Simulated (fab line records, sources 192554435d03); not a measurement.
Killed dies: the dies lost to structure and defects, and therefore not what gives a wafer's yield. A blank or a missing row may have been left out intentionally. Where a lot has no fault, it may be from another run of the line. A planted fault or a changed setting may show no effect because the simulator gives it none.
Split-lot trial ; flow n5Finfet ; on a route of 1938 steps: 7 lots, 21 wafers read

## THE SPLIT
At N5_BEOL_M0_ETCH_138 (etches SiCN in CH3F/O2, target depth 12 nm, time 31.6 s), the setting sourceW was moved away from the recipe's 395 W on 4 of the 21 wafers read, by -8.7% to +16.1%. All remaining wafers had this setting at the recipe value.

The split's own step is where the reading is taken.

## THE READING
rfVppV, in V, at N5_BEOL_M0_ETCH_138 (etches SiCN in CH3F/O2, target depth 12 nm, time 31.6 s). Typical for fault-free wafers on this fab line: 297.6 V, with standard deviation 1.6 V.

wafer;tool, chamber at the split;sourceW as run, W;against the recipe;rfVppV, V;against lot-mates on the recipe
L075.3;rieDiel-03, 1;395;recipe;297.6;-
L075.5;rieDiel-03, 3;395;recipe;295.7;-
L075.6;rieDiel-03, 2;395;recipe;295.3;-
L077.1;rieDiel-03, 1;367.8;-6.9%;304.2;+8.2
L077.2;rieDiel-03, 2;395;recipe;295.2;-
L077.6;rieDiel-03, 0;395;recipe;296.9;-
L080.1;rieDiel-02, 2;395;recipe;300.0;-
L080.3;rieDiel-02, 0;458.6;+16.1%;282.7;-14.9
L080.6;rieDiel-02, 1;395;recipe;295.2;-
L083.1;rieDiel-02, 3;395;recipe;295.2;-
L083.3;rieDiel-02, 2;395;recipe;297.8;-
L083.6;rieDiel-02, 2;395;recipe;300.3;-
L090.3;rieDiel-04, 2;360.6;-8.7%;308.7;+10.7
L090.5;rieDiel-04, 0;395;recipe;298.1;-
L090.6;rieDiel-04, 3;395;recipe;297.9;-
L091.2;rieDiel-02, 1;362;-8.4%;306.2;+7.9
L091.5;rieDiel-02, 3;395;recipe;297.3;-
L091.6;rieDiel-02, 2;395;recipe;299.3;-
L095.2;rieDiel-02, 1;395;recipe;296.9;-
L095.3;rieDiel-02, 0;395;recipe;298.7;-
L095.6;rieDiel-02, 1;395;recipe;296.3;-

FIT RESULTS
A straight line over all 21 wafers: rfVppV changes by -1.01 V for each +1% of sourceW; r = -0.95; the points scatter about the line by 1.7 V.
The same after taking each lot's own level away (the mean of its wafers on the recipe; 21 wafers): -1 V for each +1%; r = -0.96; scatter 1.5 V.
According to that fit, moving sourceW by its largest amount changes the reading by 16 V.
From 296.05 to 298.30 V: that is the span of the lots' own levels, equal to 1.4 times the standard deviation above.
Hence the lot-to-lot level has little effect on the slope; both slopes agree.
Check: with one of the wafers moved furthest among these (+16.1%) left out of the fit, the line predicts -17.9 V for it against its lot-mates. It came out at -14.9 V against them.
Tool readings at the split's step, against how far the setting was moved: rfVppV r = -0.95.

## OTHER SPLITS APPLIED TO THESE WAFERS
Other splits were also applied to these wafers ahead of the reading. Each is held against what the fit with the lots' levels taken away leaves over:
other split on the same wafers;wafers away from the commonest value;r with rfVppV (lot level and that fit taken away)
N5_SDB_COAT_03 spinRpm;10;-0.19
N5_SDB_ALD_29 aldCycles;5;+0.11
N5_HKMG_FIN_ETCH_35 biasW;9;+0.13
N5_MOL_CONTACT_COAG_CONTACT_ETCH_14 sourceW;6;-0.07
N5_MOL_CONTACT_COAG_ALD_131 aldCycles;7;+0.16
N5_MOL_CONTACT_COAG_ETCH_91 sourceW;8;-0.20

## THE FILE'S OWN FIT
rfVppV changes by -1 V for each +1% of sourceW, r = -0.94.
